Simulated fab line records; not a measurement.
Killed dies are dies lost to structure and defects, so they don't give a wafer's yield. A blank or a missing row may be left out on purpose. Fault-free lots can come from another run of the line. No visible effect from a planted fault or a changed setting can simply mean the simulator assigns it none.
Matching of chambers ; flow n5 finfet ; rie diel-02 running N5_BEOL_M3_ETCH_74: 4 sister chambers
The step etches underlayer in N2/H2, target depth 6.5 nm, time 5.2 s. 18 wafers are shown with their chamber, then 9 later ones without.

## WAFERS, EACH WITH ITS CHAMBER
wafer;chamber;drypump motor current A (A);showerhead plenum p Torr (Torr);throttle valve pct (%)
L076.3;3;5.3;2.48;17.5
L076.5;2;6.1;2.53;18.6
L076.6;3;5.3;2.48;17.5
L078.2;0;6.3;2.60;17.5
L078.3;2;6.1;2.53;18.6
L078.4;3;5.2;2.48;17.5
L079.2;3;5.2;2.48;17.5
L079.3;2;6.1;2.53;18.6
L079.6;0;6.3;2.60;17.5
L081.3;2;6.1;2.53;18.1
L081.4;0;6.3;2.60;17.5
L081.6;2;6.1;2.53;18.1
L086.1;2;6.1;2.53;18.1
L086.2;1;6.6;2.56;17.6
L086.6;1;6.6;2.56;17.6
L088.2;0;6.3;2.59;17.5
L088.5;2;6.1;2.53;18.1
L088.6;3;5.2;2.47;17.5

SIGNATURES, as means of the wafers listed above
reading;chamber 0;chamber 1;chamber 2;chamber 3;scatter within a chamber
drypump motor current A;6.300;6.600;6.100;5.240;0.0293
showerhead plenum p Torr;2.5975;2.5600;2.5300;2.4780;0.00333
throttle valve pct;17.500;17.600;18.314;17.500;0.175
Rule: distance of a wafer from a chamber = root of the sum over the readings of ((wafer's reading minus chamber's mean) / reading's scatter) squared. The wafer belongs to the nearest chamber; if the next one is less than 2 further off, it can't be placed. The scatter: take each reading less its chamber's mean, square it, sum over the shown wafers, divide by the number of wafers less the number of chambers, and take the root.

## WAFERS MISSING THEIR CHAMBER
wafer;drypump motor current A (A);showerhead plenum p Torr (Torr);throttle valve pct (%)
L090.1;6.1;2.53;18.1
L090.3;6.3;2.59;17.5
L090.5;6.3;2.59;17.5
L092.2;6.2;2.59;17.5
L092.4;5.3;2.47;17.6
L092.6;5.3;2.47;17.6
L094.1;6.6;2.55;17.6
L094.5;6.7;2.55;17.6
L094.6;6.3;2.59;17.5

## WHICH CHAMBER EACH ONE RAN IN
wafer;from the rows above;in truth
L090.1;2;2
L090.3;0;0
L090.5;0;0
L092.2;0;0
L092.4;3;3
L092.6;3;3
L094.1;1;1
L094.5;1;1
L094.6;0;0
Correctly placed: 9 of 9. Not placeable from these rows: 0. Wrongly placed: 0.
